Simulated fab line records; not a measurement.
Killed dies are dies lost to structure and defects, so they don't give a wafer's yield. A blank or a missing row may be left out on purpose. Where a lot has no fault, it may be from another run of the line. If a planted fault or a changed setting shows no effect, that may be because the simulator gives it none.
Which tool did it? || flow nand_harc || 24 lots, 72 wafers sampled, at 5 steps of a route of 1159

## WHAT THE GAUGES READ, wafer by wafer
NHARC_A_M0_CD_MEAS_09 targets a cd of 80 nm. Usual: cd_nm 80.3 nm, standard deviation 0.98.
{"lot": "L074", "measured": "day 18 02:56", "on": "cd_sem-02", "cd_nm (nm)": "80.4 79.2 80.6", "flag": ""}
{"lot": "L075", "measured": "day 18 05:33", "on": "cd_sem-02", "cd_nm (nm)": "81.3 80.2 81.1", "flag": ""}
{"lot": "L076", "measured": "day 18 07:16", "on": "cd_sem-01", "cd_nm (nm)": "78.5 79.0 78.8", "flag": ""}
{"lot": "L077", "measured": "day 18 09:56", "on": "cd_sem-03", "cd_nm (nm)": "80.3 81.2 80.8", "flag": ""}
{"lot": "L081", "measured": "day 18 19:11", "on": "cd_sem-02", "cd_nm (nm)": "79.2 79.9 80.9", "flag": ""}
{"lot": "L078", "measured": "day 18 22:54", "on": "cd_sem-02", "cd_nm (nm)": "79.7 80.4 79.1", "flag": ""}
{"lot": "L079", "measured": "day 18 23:29", "on": "cd_sem-02", "cd_nm (nm)": "80.0 80.2 80.0", "flag": ""}
{"lot": "L082", "measured": "day 20 00:26", "on": "cd_sem-02", "cd_nm (nm)": "79.6 80.5 80.3", "flag": ""}
{"lot": "L084", "measured": "day 20 00:49", "on": "cd_sem-02", "cd_nm (nm)": "79.6 77.4 79.5", "flag": ""}
{"lot": "L080", "measured": "day 20 05:40", "on": "cd_sem-03", "cd_nm (nm)": "80.7 80.6 80.6", "flag": ""}
{"lot": "L083", "measured": "day 20 21:23", "on": "cd_sem-01", "cd_nm (nm)": "79.8 79.9 80.6", "flag": ""}
{"lot": "L085", "measured": "day 21 06:28", "on": "cd_sem-03", "cd_nm (nm)": "80.5 81.5 80.3", "flag": ""}
{"lot": "L091", "measured": "day 21 23:30", "on": "cd_sem-03", "cd_nm (nm)": "80.6 80.7 81.9", "flag": ""}
{"lot": "L087", "measured": "day 22 00:03", "on": "cd_sem-01", "cd_nm (nm)": "80.2 81.7 80.7", "flag": ""}
{"lot": "L086", "measured": "day 22 01:58", "on": "cd_sem-03", "cd_nm (nm)": "80.0 77.8 79.7", "flag": ""}
{"lot": "L088", "measured": "day 22 02:45", "on": "cd_sem-01", "cd_nm (nm)": "79.3 78.6 80.2", "flag": ""}
{"lot": "L089", "measured": "day 22 07:41", "on": "cd_sem-01", "cd_nm (nm)": "79.9 79.9 81.2", "flag": ""}
{"lot": "L090", "measured": "day 22 14:36", "on": "cd_sem-02", "cd_nm (nm)": "81.3 81.0 81.4", "flag": ""}
{"lot": "L092", "measured": "day 22 15:21", "on": "cd_sem-03", "cd_nm (nm)": "81.7 82.6 81.2", "flag": ""}
{"lot": "L094", "measured": "day 22 22:58", "on": "cd_sem-02", "cd_nm (nm)": "79.8 80.6 81.2", "flag": ""}
{"lot": "L096", "measured": "day 22 23:51", "on": "cd_sem-03", "cd_nm (nm)": "79.1 77.9 80.3", "flag": ""}
{"lot": "L093", "measured": "day 23 03:14", "on": "cd_sem-03", "cd_nm (nm)": "82.0 81.2 81.3", "flag": ""}
{"lot": "L095", "measured": "day 23 14:51", "on": "cd_sem-03", "cd_nm (nm)": "82.0 82.1 80.2", "flag": ""}
{"lot": "L097", "measured": "day 23 15:18", "on": "cd_sem-03", "cd_nm (nm)": "81.2 82.1 81.7", "flag": ""}

NHARC_A_M0_THK_MEAS_24: measures by xrf. Usual: thk_nm 113.3 nm, standard deviation 1.5.
{"lot": "L074", "measured": "day 18 05:28", "on": "film_metro-01", "thk_nm (nm)": "111.8 110.5 114.0", "flag": ""}
{"lot": "L075", "measured": "day 18 08:05", "on": "film_metro-01", "thk_nm (nm)": "114.3 114.4 111.5", "flag": ""}
{"lot": "L076", "measured": "day 18 09:46", "on": "film_metro-01", "thk_nm (nm)": "115.1 114.1 115.2", "flag": ""}
{"lot": "L077", "measured": "day 18 12:54", "on": "film_metro-01", "thk_nm (nm)": "112.2 114.1 112.4", "flag": ""}
{"lot": "L081", "measured": "day 18 21:42", "on": "film_metro-01", "thk_nm (nm)": "111.5 113.2 115.3", "flag": ""}
{"lot": "L078", "measured": "day 19 01:25", "on": "film_metro-01", "thk_nm (nm)": "118.5 112.9 113.7", "flag": ""}
{"lot": "L079", "measured": "day 19 02:13", "on": "film_metro-01", "thk_nm (nm)": "114.3 114.3 115.1", "flag": ""}
{"lot": "L082", "measured": "day 20 02:56", "on": "film_metro-01", "thk_nm (nm)": "112.3 112.4 112.6", "flag": ""}
{"lot": "L084", "measured": "day 20 03:19", "on": "film_metro-01", "thk_nm (nm)": "112.7 115.1 116.4", "flag": ""}
{"lot": "L080", "measured": "day 20 08:11", "on": "film_metro-01", "thk_nm (nm)": "113.3 112.6 115.9", "flag": ""}
{"lot": "L083", "measured": "day 20 23:56", "on": "film_metro-01", "thk_nm (nm)": "114.3 114.8 112.2", "flag": ""}
{"lot": "L085", "measured": "day 21 08:58", "on": "film_metro-01", "thk_nm (nm)": "116.5 112.0 113.2", "flag": ""}
{"lot": "L091", "measured": "day 22 02:07", "on": "film_metro-01", "thk_nm (nm)": "114.2 112.3 114.0", "flag": ""}
{"lot": "L087", "measured": "day 22 02:36", "on": "film_metro-01", "thk_nm (nm)": "114.3 112.2 113.3", "flag": ""}
{"lot": "L086", "measured": "day 22 04:34", "on": "film_metro-01", "thk_nm (nm)": "114.7 110.1 113.0", "flag": ""}
{"lot": "L088", "measured": "day 22 05:14", "on": "film_metro-01", "thk_nm (nm)": "110.4 111.8 113.5", "flag": ""}
{"lot": "L089", "measured": "day 22 10:13", "on": "film_metro-01", "thk_nm (nm)": "114.6 113.0 113.1", "flag": ""}
{"lot": "L090", "measured": "day 22 17:07", "on": "film_metro-01", "thk_nm (nm)": "112.8 112.5 113.6", "flag": ""}
{"lot": "L092", "measured": "day 22 17:51", "on": "film_metro-01", "thk_nm (nm)": "114.8 113.7 115.1", "flag": ""}
{"lot": "L094", "measured": "day 23 01:31", "on": "film_metro-02", "thk_nm (nm)": "114.1 114.1 112.3", "flag": ""}
{"lot": "L096", "measured": "day 23 02:44", "on": "film_metro-01", "thk_nm (nm)": "112.3 113.4 112.9", "flag": ""}
{"lot": "L093", "measured": "day 23 06:04", "on": "film_metro-01", "thk_nm (nm)": "110.0 113.7 113.1", "flag": ""}
{"lot": "L095", "measured": "day 23 17:25", "on": "film_metro-02", "thk_nm (nm)": "111.4 112.5 112.3", "flag": ""}
{"lot": "L097", "measured": "day 23 17:58", "on": "film_metro-02", "thk_nm (nm)": "114.4 114.2 112.7", "flag": ""}

## EACH LOT AND THE TOOL THAT RAN IT (in order: tool; ch and the chambers of the sampled wafers; start)
{"lot": "L074", "NHARC_A_BLC_DESCUM_15": "rie_diel-10 ch 2,3, day 17 17:05", "NHARC_A_BLC_STRIP_21": "rie_diel-02 ch 1,3, day 17 18:14", "NHARC_A_BLC_PVD_32": "pvd_sputter-03, day 18 02:56 or earlier"}
{"lot": "L075", "NHARC_A_BLC_DESCUM_15": "rie_diel-10 ch 0,1,2, day 18 01:43", "NHARC_A_BLC_STRIP_21": "rie_diel-10 ch 0,1,3, day 18 02:52", "NHARC_A_BLC_PVD_32": "pvd_sputter-02, day 18 05:33 or earlier"}
{"lot": "L076", "NHARC_A_BLC_DESCUM_15": "rie_diel-02 ch 0,2, day 18 03:32", "NHARC_A_BLC_STRIP_21": "rie_diel-04 ch 1,3, day 18 04:41", "NHARC_A_BLC_PVD_32": "pvd_sputter-03, day 18 07:16 or earlier"}
{"lot": "L077", "NHARC_A_BLC_DESCUM_15": "rie_diel-10 ch 0,2,3, day 18 06:02", "NHARC_A_BLC_STRIP_21": "rie_diel-10 ch 2,3, day 18 07:11", "NHARC_A_BLC_PVD_32": "pvd_sputter-03, day 18 09:56 or earlier"}
{"lot": "L081", "NHARC_A_BLC_DESCUM_15": "rie_diel-10 ch 1,2, day 18 12:28", "NHARC_A_BLC_STRIP_21": "rie_diel-10 ch 0,1, day 18 13:41", "NHARC_A_BLC_PVD_32": "pvd_sputter-02, day 18 19:11 or earlier"}
{"lot": "L078", "NHARC_A_BLC_DESCUM_15": "rie_diel-10 ch 1,2,3, day 18 19:09", "NHARC_A_BLC_STRIP_21": "rie_diel-10 ch 0,1,2, day 18 20:20", "NHARC_A_BLC_PVD_32": "pvd_sputter-02, day 18 22:54 or earlier"}
{"lot": "L079", "NHARC_A_BLC_DESCUM_15": "rie_diel-02 ch 0,1,3, day 18 19:46", "NHARC_A_BLC_STRIP_21": "rie_diel-10 ch 1,2,3, day 18 20:56", "NHARC_A_BLC_PVD_32": "pvd_sputter-03, day 18 23:29 or earlier"}
{"lot": "L082", "NHARC_A_BLC_DESCUM_15": "rie_diel-02 ch 0,1,3, day 19 20:43", "NHARC_A_BLC_STRIP_21": "rie_diel-02 ch 0,2,3, day 19 21:52", "NHARC_A_BLC_PVD_32": "pvd_sputter-01, day 20 00:26 or earlier"}
{"lot": "L084", "NHARC_A_BLC_DESCUM_15": "rie_diel-10 ch 1,2, day 19 20:44", "NHARC_A_BLC_STRIP_21": "rie_diel-10 ch 1,2, day 19 22:01", "NHARC_A_BLC_PVD_32": "pvd_sputter-03, day 20 00:49 or earlier"}
{"lot": "L080", "NHARC_A_BLC_DESCUM_15": "rie_diel-10 ch 2,3, day 20 01:49", "NHARC_A_BLC_STRIP_21": "rie_diel-02 ch 1,2,3, day 20 02:59", "NHARC_A_BLC_PVD_32": "pvd_sputter-01, day 20 05:40 or earlier"}
{"lot": "L083", "NHARC_A_BLC_DESCUM_15": "rie_diel-02 ch 0,1,3, day 20 13:20", "NHARC_A_BLC_STRIP_21": "rie_diel-10 ch 0,1,3, day 20 14:29", "NHARC_A_BLC_PVD_32": "pvd_sputter-02, day 20 21:23 or earlier"}
{"lot": "L085", "NHARC_A_BLC_DESCUM_15": "rie_diel-10 ch 0,2,3, day 20 15:03", "NHARC_A_BLC_STRIP_21": "rie_diel-02 ch 0,1,3, day 20 16:13", "NHARC_A_BLC_PVD_32": "pvd_sputter-02, day 21 06:28 or earlier"}
{"lot": "L091", "NHARC_A_BLC_DESCUM_15": "rie_diel-10 ch 1,3, day 21 17:52", "NHARC_A_BLC_STRIP_21": "rie_diel-10 ch 1,3, day 21 19:01", "NHARC_A_BLC_PVD_32": "pvd_sputter-03, day 21 23:30 or earlier"}
{"lot": "L087", "NHARC_A_BLC_DESCUM_15": "rie_diel-02 ch 0,2,3, day 21 18:02", "NHARC_A_BLC_STRIP_21": "rie_diel-02 ch 1,2,3, day 21 19:11", "NHARC_A_BLC_PVD_32": "pvd_sputter-02, day 22 00:03 or earlier"}
{"lot": "L086", "NHARC_A_BLC_DESCUM_15": "rie_diel-10 ch 0,1,3, day 21 22:02", "NHARC_A_BLC_STRIP_21": "rie_diel-10 ch 0,2,3, day 21 23:10", "NHARC_A_BLC_PVD_32": "pvd_sputter-02, day 22 01:58 or earlier"}
{"lot": "L088", "NHARC_A_BLC_DESCUM_15": "rie_diel-02 ch 1,2,3, day 21 22:54", "NHARC_A_BLC_STRIP_21": "rie_diel-04 ch 1,2,3, day 22 00:03", "NHARC_A_BLC_PVD_32": "pvd_sputter-01, day 22 02:45 or earlier"}
{"lot": "L089", "NHARC_A_BLC_DESCUM_15": "rie_diel-02 ch 1,2, day 22 00:30", "NHARC_A_BLC_STRIP_21": "rie_diel-10 ch 0,3, day 22 01:38", "NHARC_A_BLC_PVD_32": "pvd_sputter-03, day 22 07:41 or earlier"}
{"lot": "L090", "NHARC_A_BLC_DESCUM_15": "rie_diel-02 ch 1,2,3, day 22 10:43", "NHARC_A_BLC_STRIP_21": "rie_diel-02 ch 1,2,3, day 22 11:52", "NHARC_A_BLC_PVD_32": "pvd_sputter-03, day 22 14:36 or earlier"}
{"lot": "L092", "NHARC_A_BLC_DESCUM_15": "rie_diel-10 ch 0,2,3, day 22 11:05", "NHARC_A_BLC_STRIP_21": "rie_diel-02 ch 0,1, day 22 12:13", "NHARC_A_BLC_PVD_32": "pvd_sputter-02, day 22 15:21 or earlier"}
{"lot": "L094", "NHARC_A_BLC_DESCUM_15": "rie_diel-02 ch 0,1,2, day 22 18:29", "NHARC_A_BLC_STRIP_21": "rie_diel-02 ch 1,2, day 22 19:37", "NHARC_A_BLC_PVD_32": "pvd_sputter-01, day 22 22:58 or earlier"}
{"lot": "L096", "NHARC_A_BLC_DESCUM_15": "rie_diel-02 ch 1,2, day 22 19:28", "NHARC_A_BLC_STRIP_21": "rie_diel-10 ch 0,1, day 22 20:39", "NHARC_A_BLC_PVD_32": "pvd_sputter-01, day 22 23:51 or earlier"}
{"lot": "L093", "NHARC_A_BLC_DESCUM_15": "rie_diel-02 ch 1,2,3, day 22 21:32", "NHARC_A_BLC_STRIP_21": "rie_diel-10 ch 1,3, day 22 22:41", "NHARC_A_BLC_PVD_32": "pvd_sputter-01, day 23 03:14 or earlier"}
{"lot": "L095", "NHARC_A_BLC_DESCUM_15": "rie_diel-02 ch 0,2,3, day 23 09:29", "NHARC_A_BLC_STRIP_21": "rie_diel-02 ch 0,2, day 23 11:02", "NHARC_A_BLC_PVD_32": "pvd_sputter-03, day 23 14:51 or earlier"}
{"lot": "L097", "NHARC_A_BLC_DESCUM_15": "rie_diel-04 ch 0,1,3, day 23 09:55", "NHARC_A_BLC_STRIP_21": "rie_diel-02 ch 1,2,3, day 23 11:13", "NHARC_A_BLC_PVD_32": "pvd_sputter-02, day 23 15:18 or earlier"}
- NHARC_A_BLC_DESCUM_15: chemistry O2, time 3 s.
- NHARC_A_BLC_STRIP_21: strips in O2.
- NHARC_A_BLC_PVD_32: deposits Ti, target thk 5 nm, time 17.7 s.

## WHAT THE TOOLS THEMSELVES READ (means of the sampled wafers that have a number; where no wafer has one, the mark that the record gives instead)
NHARC_A_BLC_DESCUM_15. Usual: drypump_motor_current_A 5.7 A, standard deviation 0.43; oes_product_au 1.000 a.u., standard deviation 0.011; rf_vpp_V 57.8 V, standard deviation 0.91; showerhead_plenum_p_Torr 1.92 Torr, standard deviation 0.073; throttle_valve_pct 11.312 %, standard deviation 0.0079.
{"lot": "L074", "tool": "rie_diel-10", "drypump_motor_current_A (A)": 5.3, "oes_product_au (a.u.)": 0.992, "rf_vpp_V (V)": 58.0, "showerhead_plenum_p_Torr (Torr)": 1.92, "throttle_valve_pct (%)": 11.312, "flag": ""}
{"lot": "L075", "tool": "rie_diel-10", "drypump_motor_current_A (A)": 5.5, "oes_product_au (a.u.)": 1.006, "rf_vpp_V (V)": 57.0, "showerhead_plenum_p_Torr (Torr)": 1.86, "throttle_valve_pct (%)": 11.320, "flag": ""}
{"lot": "L076", "tool": "rie_diel-02", "drypump_motor_current_A (A)": 5.9, "oes_product_au (a.u.)": 1.000, "rf_vpp_V (V)": 57.7, "showerhead_plenum_p_Torr (Torr)": 2.03, "throttle_valve_pct (%)": 11.305, "flag": ""}
{"lot": "L077", "tool": "rie_diel-10", "drypump_motor_current_A (A)": 5.4, "oes_product_au (a.u.)": 1.002, "rf_vpp_V (V)": 57.4, "showerhead_plenum_p_Torr (Torr)": 1.87, "throttle_valve_pct (%)": 11.309, "flag": ""}
{"lot": "L081", "tool": "rie_diel-10", "drypump_motor_current_A (A)": 5.4, "oes_product_au (a.u.)": 0.994, "rf_vpp_V (V)": 58.8, "showerhead_plenum_p_Torr (Torr)": 1.90, "throttle_valve_pct (%)": 11.310, "flag": ""}
{"lot": "L078", "tool": "rie_diel-10", "drypump_motor_current_A (A)": 5.3, "oes_product_au (a.u.)": 1.004, "rf_vpp_V (V)": 57.8, "showerhead_plenum_p_Torr (Torr)": 1.91, "throttle_valve_pct (%)": 11.316, "flag": ""}
{"lot": "L079", "tool": "rie_diel-02", "drypump_motor_current_A (A)": 6.1, "oes_product_au (a.u.)": 1.003, "rf_vpp_V (V)": 58.1, "showerhead_plenum_p_Torr (Torr)": 1.93, "throttle_valve_pct (%)": 11.316, "flag": ""}
{"lot": "L082", "tool": "rie_diel-02", "drypump_motor_current_A (A)": 6.1, "oes_product_au (a.u.)": 1.005, "rf_vpp_V (V)": 58.2, "showerhead_plenum_p_Torr (Torr)": 1.93, "throttle_valve_pct (%)": 11.307, "flag": ""}
{"lot": "L084", "tool": "rie_diel-10", "drypump_motor_current_A (A)": 5.4, "oes_product_au (a.u.)": 0.988, "rf_vpp_V (V)": 57.2, "showerhead_plenum_p_Torr (Torr)": 1.90, "throttle_valve_pct (%)": 11.315, "flag": ""}
{"lot": "L080", "tool": "rie_diel-10", "drypump_motor_current_A (A)": 5.1, "oes_product_au (a.u.)": 0.987, "rf_vpp_V (V)": 58.4, "showerhead_plenum_p_Torr (Torr)": 1.89, "throttle_valve_pct (%)": 11.313, "flag": ""}
{"lot": "L083", "tool": "rie_diel-02", "drypump_motor_current_A (A)": 6.1, "oes_product_au (a.u.)": 1.007, "rf_vpp_V (V)": 57.5, "showerhead_plenum_p_Torr (Torr)": 1.93, "throttle_valve_pct (%)": 11.312, "flag": ""}
{"lot": "L085", "tool": "rie_diel-10", "drypump_motor_current_A (A)": 5.3, "oes_product_au (a.u.)": 0.993, "rf_vpp_V (V)": 57.9, "showerhead_plenum_p_Torr (Torr)": 1.87, "throttle_valve_pct (%)": 11.302, "flag": ""}
{"lot": "L091", "tool": "rie_diel-10", "drypump_motor_current_A (A)": 5.5, "oes_product_au (a.u.)": 0.982, "rf_vpp_V (V)": 57.1, "showerhead_plenum_p_Torr (Torr)": 1.93, "throttle_valve_pct (%)": 11.313, "flag": ""}
{"lot": "L087", "tool": "rie_diel-02", "drypump_motor_current_A (A)": 5.9, "oes_product_au (a.u.)": 1.013, "rf_vpp_V (V)": 59.0, "showerhead_plenum_p_Torr (Torr)": 1.99, "throttle_valve_pct (%)": 11.319, "flag": ""}
{"lot": "L086", "tool": "rie_diel-10", "drypump_motor_current_A (A)": 5.6, "oes_product_au (a.u.)": 0.995, "rf_vpp_V (V)": 58.4, "showerhead_plenum_p_Torr (Torr)": 1.89, "throttle_valve_pct (%)": 11.314, "flag": ""}
{"lot": "L088", "tool": "rie_diel-02", "drypump_motor_current_A (A)": 6.1, "oes_product_au (a.u.)": 0.999, "rf_vpp_V (V)": 58.0, "showerhead_plenum_p_Torr (Torr)": 1.93, "throttle_valve_pct (%)": 11.316, "flag": ""}
{"lot": "L089", "tool": "rie_diel-02", "drypump_motor_current_A (A)": 6.1, "oes_product_au (a.u.)": 0.999, "rf_vpp_V (V)": 58.8, "showerhead_plenum_p_Torr (Torr)": 1.97, "throttle_valve_pct (%)": 11.310, "flag": ""}
{"lot": "L090", "tool": "rie_diel-02", "drypump_motor_current_A (A)": 6.1, "oes_product_au (a.u.)": 0.997, "rf_vpp_V (V)": 57.4, "showerhead_plenum_p_Torr (Torr)": 1.93, "throttle_valve_pct (%)": 11.317, "flag": ""}
{"lot": "L092", "tool": "rie_diel-10", "drypump_motor_current_A (A)": 5.4, "oes_product_au (a.u.)": 0.992, "rf_vpp_V (V)": 58.6, "showerhead_plenum_p_Torr (Torr)": 1.87, "throttle_valve_pct (%)": 11.312, "flag": ""}
{"lot": "L094", "tool": "rie_diel-02", "drypump_motor_current_A (A)": 6.1, "oes_product_au (a.u.)": 1.011, "rf_vpp_V (V)": 58.1, "showerhead_plenum_p_Torr (Torr)": 1.96, "throttle_valve_pct (%)": 11.308, "flag": ""}
{"lot": "L096", "tool": "rie_diel-02", "drypump_motor_current_A (A)": 6.3, "oes_product_au (a.u.)": 1.001, "rf_vpp_V (V)": 57.7, "showerhead_plenum_p_Torr (Torr)": 1.91, "throttle_valve_pct (%)": 11.314, "flag": ""}
{"lot": "L093", "tool": "rie_diel-02", "drypump_motor_current_A (A)": 6.1, "oes_product_au (a.u.)": 0.999, "rf_vpp_V (V)": 58.4, "showerhead_plenum_p_Torr (Torr)": 1.93, "throttle_valve_pct (%)": 11.313, "flag": ""}
{"lot": "L095", "tool": "rie_diel-02", "drypump_motor_current_A (A)": 5.9, "oes_product_au (a.u.)": 1.001, "rf_vpp_V (V)": 57.6, "showerhead_plenum_p_Torr (Torr)": 1.99, "throttle_valve_pct (%)": 11.317, "flag": ""}
{"lot": "L097", "tool": "rie_diel-04", "drypump_motor_current_A (A)": 5.7, "oes_product_au (a.u.)": 1.004, "rf_vpp_V (V)": 56.4, "showerhead_plenum_p_Torr (Torr)": 1.86, "throttle_valve_pct (%)": 11.312, "flag": ""}

NHARC_A_BLC_STRIP_21. Usual: drypump_motor_current_A 5.7 A, standard deviation 0.42; oes_product_au 0.999 a.u., standard deviation 0.012; rf_vpp_V 57.8 V, standard deviation 0.85; showerhead_plenum_p_Torr 3.52 Torr, standard deviation 0.13; throttle_valve_pct 17.036 %, standard deviation 0.0093.
{"lot": "L074", "tool": "rie_diel-02", "drypump_motor_current_A (A)": 6.3, "oes_product_au (a.u.)": 0.991, "rf_vpp_V (V)": 57.7, "showerhead_plenum_p_Torr (Torr)": 3.47, "throttle_valve_pct (%)": 17.027, "flag": ""}
{"lot": "L075", "tool": "rie_diel-10", "drypump_motor_current_A (A)": 5.6, "oes_product_au (a.u.)": 1.002, "rf_vpp_V (V)": 57.3, "showerhead_plenum_p_Torr (Torr)": 3.48, "throttle_valve_pct (%)": 17.040, "flag": ""}
{"lot": "L076", "tool": "rie_diel-04", "drypump_motor_current_A (A)": 5.3, "oes_product_au (a.u.)": 1.002, "rf_vpp_V (V)": 57.9, "showerhead_plenum_p_Torr (Torr)": 3.37, "throttle_valve_pct (%)": 17.036, "flag": ""}
{"lot": "L077", "tool": "rie_diel-10", "drypump_motor_current_A (A)": 5.3, "oes_product_au (a.u.)": 0.991, "rf_vpp_V (V)": 58.4, "showerhead_plenum_p_Torr (Torr)": 3.53, "throttle_valve_pct (%)": 17.035, "flag": ""}
{"lot": "L081", "tool": "rie_diel-10", "drypump_motor_current_A (A)": 5.7, "oes_product_au (a.u.)": 1.009, "rf_vpp_V (V)": 58.2, "showerhead_plenum_p_Torr (Torr)": 3.40, "throttle_valve_pct (%)": 17.040, "flag": ""}
{"lot": "L078", "tool": "rie_diel-10", "drypump_motor_current_A (A)": 5.4, "oes_product_au (a.u.)": 1.000, "rf_vpp_V (V)": 57.1, "showerhead_plenum_p_Torr (Torr)": 3.44, "throttle_valve_pct (%)": 17.036, "flag": ""}
{"lot": "L079", "tool": "rie_diel-10", "drypump_motor_current_A (A)": 5.3, "oes_product_au (a.u.)": 0.991, "rf_vpp_V (V)": 57.2, "showerhead_plenum_p_Torr (Torr)": 3.52, "throttle_valve_pct (%)": 17.036, "flag": ""}
{"lot": "L082", "tool": "rie_diel-02", "drypump_motor_current_A (A)": 5.9, "oes_product_au (a.u.)": 1.020, "rf_vpp_V (V)": 58.2, "showerhead_plenum_p_Torr (Torr)": 3.66, "throttle_valve_pct (%)": 17.041, "flag": ""}
{"lot": "L084", "tool": "rie_diel-10", "drypump_motor_current_A (A)": 5.5, "oes_product_au (a.u.)": 0.992, "rf_vpp_V (V)": 58.1, "showerhead_plenum_p_Torr (Torr)": 3.51, "throttle_valve_pct (%)": 17.042, "flag": ""}
{"lot": "L080", "tool": "rie_diel-02", "drypump_motor_current_A (A)": 6.1, "oes_product_au (a.u.)": 1.008, "rf_vpp_V (V)": 58.2, "showerhead_plenum_p_Torr (Torr)": 3.57, "throttle_valve_pct (%)": 17.043, "flag": ""}
{"lot": "L083", "tool": "rie_diel-10", "drypump_motor_current_A (A)": 5.6, "oes_product_au (a.u.)": 0.999, "rf_vpp_V (V)": 57.8, "showerhead_plenum_p_Torr (Torr)": 3.48, "throttle_valve_pct (%)": 17.032, "flag": ""}
{"lot": "L085", "tool": "rie_diel-02", "drypump_motor_current_A (A)": 6.1, "oes_product_au (a.u.)": 1.011, "rf_vpp_V (V)": 58.4, "showerhead_plenum_p_Torr (Torr)": 3.55, "throttle_valve_pct (%)": 17.033, "flag": ""}
{"lot": "L091", "tool": "rie_diel-10", "drypump_motor_current_A (A)": 5.6, "oes_product_au (a.u.)": 0.984, "rf_vpp_V (V)": 57.0, "showerhead_plenum_p_Torr (Torr)": 3.55, "throttle_valve_pct (%)": 17.031, "flag": ""}
{"lot": "L087", "tool": "rie_diel-02", "drypump_motor_current_A (A)": 6.1, "oes_product_au (a.u.)": 1.003, "rf_vpp_V (V)": 57.9, "showerhead_plenum_p_Torr (Torr)": 3.57, "throttle_valve_pct (%)": 17.039, "flag": ""}
{"lot": "L086", "tool": "rie_diel-10", "drypump_motor_current_A (A)": 5.4, "oes_product_au (a.u.)": 0.985, "rf_vpp_V (V)": 58.3, "showerhead_plenum_p_Torr (Torr)": 3.45, "throttle_valve_pct (%)": 17.030, "flag": ""}
{"lot": "L088", "tool": "rie_diel-04", "drypump_motor_current_A (A)": 5.3, "oes_product_au (a.u.)": 1.012, "rf_vpp_V (V)": 58.1, "showerhead_plenum_p_Torr (Torr)": 3.44, "throttle_valve_pct (%)": 17.043, "flag": ""}
{"lot": "L089", "tool": "rie_diel-10", "drypump_motor_current_A (A)": 5.5, "oes_product_au (a.u.)": 1.000, "rf_vpp_V (V)": 57.8, "showerhead_plenum_p_Torr (Torr)": 3.49, "throttle_valve_pct (%)": 17.032, "flag": ""}
{"lot": "L090", "tool": "rie_diel-02", "drypump_motor_current_A (A)": 6.1, "oes_product_au (a.u.)": 0.997, "rf_vpp_V (V)": 57.4, "showerhead_plenum_p_Torr (Torr)": 3.56, "throttle_valve_pct (%)": 17.041, "flag": ""}
{"lot": "L092", "tool": "rie_diel-02", "drypump_motor_current_A (A)": 6.1, "oes_product_au (a.u.)": 1.006, "rf_vpp_V (V)": 58.2, "showerhead_plenum_p_Torr (Torr)": 3.61, "throttle_valve_pct (%)": 17.026, "flag": ""}
{"lot": "L094", "tool": "rie_diel-02", "drypump_motor_current_A (A)": 6.1, "oes_product_au (a.u.)": 0.999, "rf_vpp_V (V)": 58.0, "showerhead_plenum_p_Torr (Torr)": 3.63, "throttle_valve_pct (%)": 17.035, "flag": ""}
{"lot": "L096", "tool": "rie_diel-10", "drypump_motor_current_A (A)": 5.7, "oes_product_au (a.u.)": 1.000, "rf_vpp_V (V)": 57.3, "showerhead_plenum_p_Torr (Torr)": 3.40, "throttle_valve_pct (%)": 17.034, "flag": ""}
{"lot": "L093", "tool": "rie_diel-10", "drypump_motor_current_A (A)": 5.5, "oes_product_au (a.u.)": 0.993, "rf_vpp_V (V)": 57.6, "showerhead_plenum_p_Torr (Torr)": 3.56, "throttle_valve_pct (%)": 17.036, "flag": ""}
{"lot": "L095", "tool": "rie_diel-02", "drypump_motor_current_A (A)": 5.9, "oes_product_au (a.u.)": 1.005, "rf_vpp_V (V)": 58.2, "showerhead_plenum_p_Torr (Torr)": 3.72, "throttle_valve_pct (%)": 17.044, "flag": ""}
{"lot": "L097", "tool": "rie_diel-02", "drypump_motor_current_A (A)": 6.1, "oes_product_au (a.u.)": 0.999, "rf_vpp_V (V)": 57.7, "showerhead_plenum_p_Torr (Torr)": 3.56, "throttle_valve_pct (%)": 17.044, "flag": ""}

NHARC_A_BLC_PVD_32. Usual: throttle_valve_pct 30.2 %, standard deviation 0.84.
{"lot": "L074", "tool": "pvd_sputter-03", "throttle_valve_pct (%)": 30.8, "flag": ""}
{"lot": "L075", "tool": "pvd_sputter-02", "throttle_valve_pct (%)": 30.7, "flag": ""}
{"lot": "L076", "tool": "pvd_sputter-03", "throttle_valve_pct (%)": 30.4, "flag": ""}
{"lot": "L077", "tool": "pvd_sputter-03", "throttle_valve_pct (%)": 29.7, "flag": ""}
{"lot": "L081", "tool": "pvd_sputter-02", "throttle_valve_pct (%)": 28.8, "flag": ""}
{"lot": "L078", "tool": "pvd_sputter-02", "throttle_valve_pct (%)": 30.0, "flag": ""}
{"lot": "L079", "tool": "pvd_sputter-03", "throttle_valve_pct (%)": 30.5, "flag": ""}
{"lot": "L082", "tool": "pvd_sputter-01", "throttle_valve_pct (%)": 30.1, "flag": ""}
{"lot": "L084", "tool": "pvd_sputter-03", "throttle_valve_pct (%)": 30.4, "flag": ""}
{"lot": "L080", "tool": "pvd_sputter-01", "throttle_valve_pct (%)": 30.0, "flag": ""}
{"lot": "L083", "tool": "pvd_sputter-02", "throttle_valve_pct (%)": 29.9, "flag": ""}
{"lot": "L085", "tool": "pvd_sputter-02", "throttle_valve_pct (%)": 30.7, "flag": ""}
{"lot": "L091", "tool": "pvd_sputter-03", "throttle_valve_pct (%)": 29.9, "flag": ""}
{"lot": "L087", "tool": "pvd_sputter-02", "throttle_valve_pct (%)": 29.7, "flag": ""}
{"lot": "L086", "tool": "pvd_sputter-02", "throttle_valve_pct (%)": 29.8, "flag": ""}
{"lot": "L088", "tool": "pvd_sputter-01", "throttle_valve_pct (%)": 30.0, "flag": ""}
{"lot": "L089", "tool": "pvd_sputter-03", "throttle_valve_pct (%)": 30.9, "flag": ""}
{"lot": "L090", "tool": "pvd_sputter-03", "throttle_valve_pct (%)": 30.4, "flag": ""}
{"lot": "L092", "tool": "pvd_sputter-02", "throttle_valve_pct (%)": 29.3, "flag": ""}
{"lot": "L094", "tool": "pvd_sputter-01", "throttle_valve_pct (%)": 30.4, "flag": ""}
{"lot": "L096", "tool": "pvd_sputter-01", "throttle_valve_pct (%)": 30.4, "flag": ""}
{"lot": "L093", "tool": "pvd_sputter-01", "throttle_valve_pct (%)": 30.0, "flag": ""}
{"lot": "L095", "tool": "pvd_sputter-03", "throttle_valve_pct (%)": 29.9, "flag": ""}
{"lot": "L097", "tool": "pvd_sputter-02", "throttle_valve_pct (%)": 30.2, "flag": ""}

## THE ANSWER, worked out from the rows above alone
Rule: lot off if the mean of its wafers having a number is beyond 3 standard deviations from the usual mean. Also off: a lot with no number at a reading for which 4 or more lots have one. The other lots that the step has rows for count as sound. Order of review: gauges by route order, followed by the tools' own readings, for which a lot's mean as printed above is used. The first step at which some lot is off is used, and at that step the reading that is off furthest; a lot without a number counts as furthest.
No lot is off on any of the readings shown, so nothing can be concluded from this.

## WHAT HAD BEEN PUT IN BY THE SIMULATOR
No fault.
